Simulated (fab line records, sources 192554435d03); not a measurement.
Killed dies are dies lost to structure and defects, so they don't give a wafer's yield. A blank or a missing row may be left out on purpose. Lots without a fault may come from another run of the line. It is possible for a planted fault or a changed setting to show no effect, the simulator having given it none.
One fault seen from 2 desks + flow n5Finfet + every desk sees just its own numbers, and what lay behind them comes last

## FOR THE TOOL OWNER'S DESK: aldSin-01
The tool's own readings at N5_SPACER0_ALD_07 (deposits SiNx, target thk 2 nm): means of the sampled wafers that have a number, for each lot that ran on this tool. A lot is out of limits, marked OUT, if its mean lies more than 4 standard deviations from the usual mean; the brackets give that distance.
Columns: A = heaterPowerW at N5_SPACER0_ALD_07, usual 856 W
| lot  | first seen here | A   |
|------|-----------------|-----|
| L421 | day 4 18:46     | 878 |
| L425 | day 5 20:06     | 859 |
| L426 | day 6 00:15     | 831 |
| L427 | day 6 07:20     | 876 |
| L428 | day 6 12:08     | 887 |
| L430 | day 6 23:40     | 840 |
| L432 | day 7 12:01     | 900 |
This desk found nothing out of limits on any of the 7 lots.

## METROLOGY DESK
Lot by lot, what the gauges showed, no matter which tool ran the lot: averages of those sampled wafers that carry a number. A lot is out of limits, marked OUT, if its mean lies more than 4 standard deviations from the usual mean; the brackets give that distance. 7 of its 18 readings are shown: the first one out of limits and those lying furthest out on some lot.
Columns: A = DIBL_N at N5_BEOL_M4_RC_MEAS_101, usual 36.0 mV/V; B = IOFF_N_LIN at N5_BEOL_M4_RC_MEAS_101, usual 0.073 nA/um; C = IOFF_P at N5_BEOL_M4_RC_MEAS_101, usual 0.21 nA/um; D = IOFF_P_85C at N5_BEOL_M4_RC_MEAS_101, usual 3.6 nA/um; E = IOFF_P_LIN at N5_BEOL_M4_RC_MEAS_101, usual 0.098 nA/um; F = REXT_N at N5_BEOL_M4_RC_MEAS_101, usual 75.4 ohm.um; G = REXT_P at N5_BEOL_M4_RC_MEAS_101, usual 100.3 ohm.um
| lot  | first seen here | A               | B                | C               | D              | E                | F               | G               |
|------|-----------------|-----------------|------------------|-----------------|----------------|------------------|-----------------|-----------------|
| L421 | day 9 22:17     | 35.2            | 0.067            | 0.19            | 3.4            | 0.094            | 72.3            | 98.7            |
| L425 | day 10 14:30    | 36.4            | 0.066            | 0.23            | 3.8            | 0.106            | 75.1            | 101.4           |
| L428 | day 11 07:28    | 39.4            | 0.094            | 0.33            | 5.3            | 0.142            | 75.1            | 96.0            |
| L426 | day 11 07:55    | 35.2            | 0.071            | 0.19            | 3.4            | 0.092            | 73.5            | 98.3            |
| L427 | day 11 13:40    | 35.1            | 0.066            | 0.18            | 3.1            | 0.090            | 76.1            | 99.7            |
| L430 | day 11 22:43    | 39.4            | 0.116            | 0.36            | 5.8            | 0.158            | 69.3            | 93.1            |
| L432 | day 12 00:24    | 45.2 (+4.2) OUT | 0.139 (+4.7) OUT | 0.47 (+6.3) OUT | 7.2 (+6.1) OUT | 0.200 (+6.8) OUT | 64.8 (-5.0) OUT | 88.3 (-6.3) OUT |
| L429 | day 12 00:31    | 34.6            | 0.061            | 0.16            | 3.0            | 0.080            | 72.4            | 101.3           |
Per this desk, out of limits: L432; the first was L432, day 12 00:24 (DIBL_N at N5_BEOL_M4_RC_MEAS_101). In limits: L421, L425, L428, L426, L427, L430, L429.

## TAKEN TOGETHER
On L432, the metrology desk was in a position to raise an alarm at day 12 00:24.
The tool owner's desk saw nothing out of limits.
Tool owner's desk: L432 on record, inside its limits.
On aldSin-01, each named lot ran N5_SPACER0_ALD_07.

## WHAT WAS PUT IN BY THE SIMULATOR
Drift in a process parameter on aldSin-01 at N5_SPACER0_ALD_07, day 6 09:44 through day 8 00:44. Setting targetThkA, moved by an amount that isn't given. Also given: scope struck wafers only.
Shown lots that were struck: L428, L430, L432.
Time in hours between the start of the fault and the first out-of-limits reading at each desk: metrology desk, 135.
